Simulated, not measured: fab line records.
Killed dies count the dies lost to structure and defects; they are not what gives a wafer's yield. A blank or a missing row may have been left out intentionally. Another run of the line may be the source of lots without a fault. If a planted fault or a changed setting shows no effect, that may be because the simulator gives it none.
A struck lot beside a sound one | flow n5Finfet | 36 out of 1938 route steps
Sound: the wafers L420.1, L420.3, L420.6. The struck wafers were L413.1, L413.2, L413.4. The cause comes at the end.
Each step with rows lists, per side, the tool, then ch with its chambers, then its first start. Under that, the readings that differ: sound wafers | struck wafers | difference of the means | sigmas: that difference in standard deviations of wafers without a fault.
alike: same words and numbers on both sides, and readings whose means sit less than 2 such deviations apart. not compared: any withheld reading, any reading some wafer has no value for, any bound like >300 that may hide the same value, and any number with overlapping values for which the record gives no deviation.
The two part at a step that has a row with sigmas, a row that says differs or no value, or rows on one side only. Numbers that don't overlap but have no deviation are shown without sigmas and don't part them. Lack of a reading on every wafer of one side parts them only where that side has two or more wafers.

first, 9 steps without rows for these wafers: N5_BEOL_M4_ANNEAL_95 (time 240 s); N5_BEOL_M4_SPUTTER_96 (material Cu, target thk 4.5 nm, time 8.29 s); N5_BEOL_M4_ECD_50 (material Cu, target thk 300 nm); N5_BEOL_M4_ANNEAL_51 (time 90 s); N5_BEOL_M4_CMP_52 (polishes, stops on SiOC, t overpolish 6.8 s, target thk 40 nm); N5_BEOL_M4_PRE_CLEAN_60 (time 15 s); N5_BEOL_M4_CO_CAP_55 (material Co, precursor CCTBA/H2, target thk 2 nm, time 102.1 s); N5_BEOL_M4_PRE_CLEAN_56 (time 15 s); N5_BEOL_M4_DEP_57 (deposits SiCN from 3MS/NH3, target thk 8 nm, time 14 s).
N5_BEOL_M4_RC_MEAS_101:
  sound on prober-01 ch 0, day 12 04:05; struck on prober-02 ch 0, day 10 18:24
reading        | sound          | struck         | difference | sigmas
IOFF_P (nA/um) | 0.20 0.21 0.21 | 0.27 0.29 0.30 | +0.08      | +2
  alike: DIBL_N, DIBL_P, IOFF_N, ION_N, ION_P, SS_N, SS_P, VT_N, VT_P
then, 24 steps without rows for these wafers: N5_BEOL_M5_ILD_DEP_00 (deposits SiCOH lowk from DEMS/porogen, target thk 140.64 nm, time 25.9 s); N5_BEOL_M5_CURE_79 (cures SiCOH lowk, time 240 s); N5_BEOL_M5_PECVD_70 (deposits SiO2 from TEOS/O2, target thk 16 nm, time 18 s); N5_BEOL_M5_HM_DEP_02 (deposits TiN, target thk 20 nm); N5_BEOL_M5_COAT_59 (time 60 s, resist thk 60 nm); N5_BEOL_M5_COAT_60 (time 60 s, resist thk 12 nm); N5_BEOL_M5_COAT_71 (time 60 s, resist thk 5 nm); N5_BEOL_M5_COAT_05 (resist thk 30 nm); N5_BEOL_M5_EBR_07; N5_BEOL_M5_SOFTBAKE_06 (time 60 s); N5_BEOL_M5_EXPOSE_08 (exposes mask M5, target cd 28 nm); N5_BEOL_M5_PEB_09 (peb time 60 s); N5_BEOL_M5_DEVELOP_10 (develop time 30 s); N5_BEOL_M5_DESCUM_16 (chemistry O2, time 7 s); N5_BEOL_M5_ETCH_72 (etches underlayer in N2/H2, target depth 6.5 nm, time 5.2 s); N5_BEOL_M5_ETCH_61 (etches SiARC in CF4, target depth 15.6 nm, time 26 s); N5_BEOL_M5_ETCH_62 (etches SOC in N2/H2, target depth 75 nm, overetch 15 nm, time 112.5 s); N5_BEOL_M5_STRIP_63 (strips in N2/H2); N5_BEOL_M5_STRIP_73 (strips in N2/H2); N5_BEOL_M5_STRIP_64 (strips in CF4); N5_BEOL_M5_HM_OPEN_17 (chemistry Cl2/BCl3, target TiN, target depth 20 nm, overetch 6 nm); N5_BEOL_M5_STRIP_19 (strips in O2); N5_BEOL_M5_COAT_65 (time 60 s, resist thk 60 nm); N5_BEOL_M5_COAT_66 (time 60 s, resist thk 12 nm).
-- here the record skips 4 days between the struck wafers' starts before and after, leaving off in module BEOL_M5 and picking up in module PASSIVATION (first step shown: number 1936 of the route) --
N5_PASSIVATION_AL_DEP_21: deposits Al, target thk 2800 nm, time 170 s.
  sound on pvdSputter-03 at day 16 16:06; struck on pvdSputter-02 at day 15 04:49
  no value came back on the struck wafers for cathodeDcPowerW (W), chamberPressurePa (Pa), substrateTempC (C), throttleValvePct (%); on the sound wafers cathodeDcPowerW (W) reads 30003 29996 29997
N5_PASSIVATION_PROBE_49:
  sound on prober-02 at day 16 21:44; struck on prober-01 at day 15 10:16
reading                 | sound          | struck         | difference | sigmas
defectLimitedYield (%)  | 92.4 90.3 91.9 | 0 0 0          | -92        | -70
killed_at_M0_to_M3      | 35 37 29       | 6 1 6          | -29        | -3
killedAtFrontEnd        | 33 44 43       | 8 3 6          | -34        | -3
killedAtOther           | 2 2 1          | 1165 1172 1165 | +1166      | +99 or more
killedDies              | 90 114 96      | 1180 1180 1180 | +1080      | +72
killedOnRim             | 13 17 15       | 152 152 152    | +137       | +30
killedOpen              | 59 72 68       | 12 7 11        | -56        | -5
killedShort             | 20 39 27       | 3 3 4          | -25        | -3
sort_bin_5_function (%) | 4.2 6.3 4.7    | 71.4 74.6 72.4 | +67.7      | +74
sortNPass               | 1090 1066 1084 | 0 0 0          | -1080      | -72
sortYieldPct (%)        | 92.4 90.3 91.9 | 0 0 0          | -92        | -70
  alike: killed_at_M4_up, killedAtContacts, sort_bin_6_memory

WHERE THEY PART
At N5_BEOL_M4_RC_MEAS_101 first; at N5_PASSIVATION_PROBE_49 last (within this record only).

WHY: whatever the simulator had introduced
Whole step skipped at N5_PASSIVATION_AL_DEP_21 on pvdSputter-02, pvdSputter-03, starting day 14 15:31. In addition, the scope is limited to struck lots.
